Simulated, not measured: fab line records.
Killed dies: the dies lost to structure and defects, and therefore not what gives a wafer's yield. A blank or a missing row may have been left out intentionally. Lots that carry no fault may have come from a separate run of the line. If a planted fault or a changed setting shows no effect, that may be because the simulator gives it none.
Comparing a struck lot with a sound one ; flow n5_finfet ; 14 steps out of a route of 1938
Sound: these wafers, L688.1, L688.3, L688.4. Wafers L701.1, L701.3, L701.4 were the ones struck. The cause is named last.
Per side, at each step with rows, come the tool, then ch with its chambers, and then its first start. Under that, the readings that differ: sound wafers ; struck wafers ; difference of the means ; sigmas: that difference in standard deviations of wafers without a fault.
alike: a reading whose means differ by less than 2 such deviations, as well as words and numbers matching on both sides. not compared: withheld readings; readings where some wafer has no value; bounds like >300 that might hide an equal value; numbers whose values overlap and for which the record gives no deviation.
Wherever a step has rows on one side only, a row that says differs or no value, or a row with sigmas, the two part there. Numbers that have no deviation but don't overlap get no sigmas and don't part them. Lack of a reading on every wafer of one side parts them only where that side has two or more wafers.

N5_BEOL_M9_ETCH_62: etches SOC in N2/H2, target depth 110 nm, overetch 22 nm, time 165 s.
  sound on rie_diel-03 ch 0,1,3, day 10 08:14; struck on rie_diel-04 ch 0,2, day 13 07:56
  alike: drypump_motor_current_A, oes_product_au, rf_vpp_V, showerhead_plenum_p_Torr, temp_c, throttle_valve_pct
  not compared: rf_hours_counter_h
then, 1 step without rows for these wafers: N5_BEOL_M9_STRIP_68 (strips in N2/H2).
N5_BEOL_M9_STRIP_67: strips in CF4.
  sound on rie_diel-03 ch 0,1,3, day 10 08:23; struck on rie_diel-04 ch 0,2, day 13 08:04
reading;sound;struck;difference;sigmas
showerhead_plenum_p_Torr (Torr);1.85 1.79 1.85;1.68 1.83 1.68;-0.10;-2
  alike: cf4_flow_sccm, drypump_motor_current_A, oes_product_au, rf_vpp_V, throttle_valve_pct
  not compared: rf_hours_counter_h
N5_BEOL_M9_HM_OPEN_17: chemistry Cl2/BCl3, target TiN, target depth 20 nm, overetch 6 nm.
  sound on rie_metal-03 ch 0,1, day 10 08:26; struck on rie_metal-03 ch 0,1, day 13 08:07
  alike: drypump_motor_current_A, oes_product_au, throttle_valve_pct
  not compared: rf_hours_counter_h
N5_BEOL_M9_STRIP_19: strips in O2.
  sound on rie_diel-01 ch 1,2,3, day 10 08:32; struck on rie_diel-04 ch 0,1,2, day 13 08:14
  alike: drypump_motor_current_A, oes_product_au, rf_vpp_V, showerhead_plenum_p_Torr, temp_c, throttle_valve_pct
  not compared: rf_hours_counter_h
N5_BEOL_M9_CD_MEAS_18: pitch 140 nm, target cd 70 nm.
  sound: cd_sem-01 at day 10 08:37; struck: cd_sem-03 at day 13 08:18
  alike: cd_nm
then, 6 steps without rows for these wafers: N5_BEOL_M9_COAT_63 (time 60 s, resist thk 60 nm); N5_BEOL_M9_COAT_64 (time 60 s, resist thk 12 nm); N5_BEOL_M9_COAT_75 (time 60 s, resist thk 5 nm); N5_BEOL_M9_COAT_22 (resist thk 30 nm); N5_BEOL_M9_EBR_24; N5_BEOL_M9_SOFTBAKE_23 (time 60 s).
N5_BEOL_M9_EXPOSE_25: exposes mask V8.
  struck on euv_scanner-01, day 13 10:49; sound on euv_scanner-01 ch 0, day 10 08:47
  no value came back on the struck wafers for exposure_dose_mJ_cm2, focus_offset_nm (nm); on the sound wafers exposure_dose_mJ_cm2 reads 37.1 37.1 37.2
  alike: mask
then, 1 step without rows for these wafers: N5_BEOL_M9_PEB_26 (peb time 60 s).

WHERE THEY PART
At N5_BEOL_M9_STRIP_67 first; at N5_BEOL_M9_EXPOSE_25 last (within this record only).

WHY: whatever the simulator had introduced
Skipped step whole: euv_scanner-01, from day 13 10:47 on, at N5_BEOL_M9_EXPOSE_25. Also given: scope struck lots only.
